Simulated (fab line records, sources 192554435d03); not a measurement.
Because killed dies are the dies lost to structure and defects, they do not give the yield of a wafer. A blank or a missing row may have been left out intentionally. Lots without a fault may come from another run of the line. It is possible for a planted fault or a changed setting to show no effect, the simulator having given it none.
Matching of chambers | flow n5Finfet | 4 sister chambers for N5_MIM_BOT_LITHO_DESCUM_10 on rieDiel-01
The step chemistry O2, time 7.9 s. 14 wafers are shown with their chamber, then 7 later ones without.

== EACH WAFER AND ITS CHAMBER ==
wafer  | chamber | drypumpMotorCurrentA (A) | showerheadPlenumPTorr (Torr) | throttleValvePct (%)
L376.3 | 1       | 4.7                      | 2.15                         | 20.58
L376.4 | 3       | 4.9                      | 2.07                         | 20.15
L376.5 | 0       | 4.9                      | 2.04                         | 20.28
L380.1 | 1       | 4.7                      | 2.14                         | 20.60
L380.2 | 0       | 4.9                      | 2.04                         | 20.27
L380.6 | 1       | 4.8                      | 2.14                         | 20.60
L378.2 | 0       | 4.9                      | 2.04                         | 20.30
L378.5 | 1       | 4.7                      | 2.14                         | 20.59
L378.6 | 0       | 4.9                      | 2.04                         | 20.29
L382.1 | 2       | 6.3                      | 2.03                         | 20.12
L382.3 | 0       | 4.9                      | 2.04                         | 20.31
L382.5 | 3       | 4.9                      | 2.06                         | 20.14
L390.1 | 1       | 4.7                      | 2.14                         | 20.16
L390.3 | 3       | 4.9                      | 2.05                         | 20.19

SIGNATURES, as means of the wafers listed above
reading               | chamber 0 | chamber 1 | chamber 2 | chamber 3 | scatter within a chamber
drypumpMotorCurrentA  | 4.900     | 4.720     | 6.300     | 4.900     | 0.0283
showerheadPlenumPTorr | 2.0400    | 2.1420    | 2.0300    | 2.0600    | 0.00529
throttleValvePct      | 20.2900   | 20.5060   | 20.1200   | 20.1600   | 0.123
Rule: a wafer lies at a distance from a chamber equal to the root of the sum of squares, over the readings, of (its reading less the chamber's mean, divided by the reading's scatter). The wafer belongs to the nearest chamber; if the next one is less than 2 further off, it can't be placed. The scatter: take each reading less its chamber's mean, square it, sum over the shown wafers, divide by the number of wafers less the number of chambers, and take the root.

== WAFERS WITH NO CHAMBER GIVEN ==
wafer  | drypumpMotorCurrentA (A) | showerheadPlenumPTorr (Torr) | throttleValvePct (%)
L390.6 | 4.7                      | 2.14                         | 20.17
L394.2 | 6.3                      | 2.02                         | 20.17
L394.3 | 4.9                      | 2.02                         | 20.35
L394.5 | 4.7                      | 2.13                         | 20.19
L399.1 | 4.9                      | 2.05                         | 20.22
L399.2 | 4.7                      | 2.13                         | 20.19
L399.6 | 4.9                      | 2.02                         | 20.36

== THE CHAMBER EACH PASSED THROUGH ==
wafer  | from the rows above     | in truth
L390.6 | 1                       | 1
L394.2 | 2                       | 2
L394.3 | 0                       | 0
L394.5 | 1                       | 1
L399.1 | can't be placed: 3 or 0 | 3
L399.2 | 1                       | 1
L399.6 | 0                       | 0
Correct placement for 6 of the 7. These rows do not allow placing 1 (true chamber among the candidates in 1). Placed wrongly: 0.
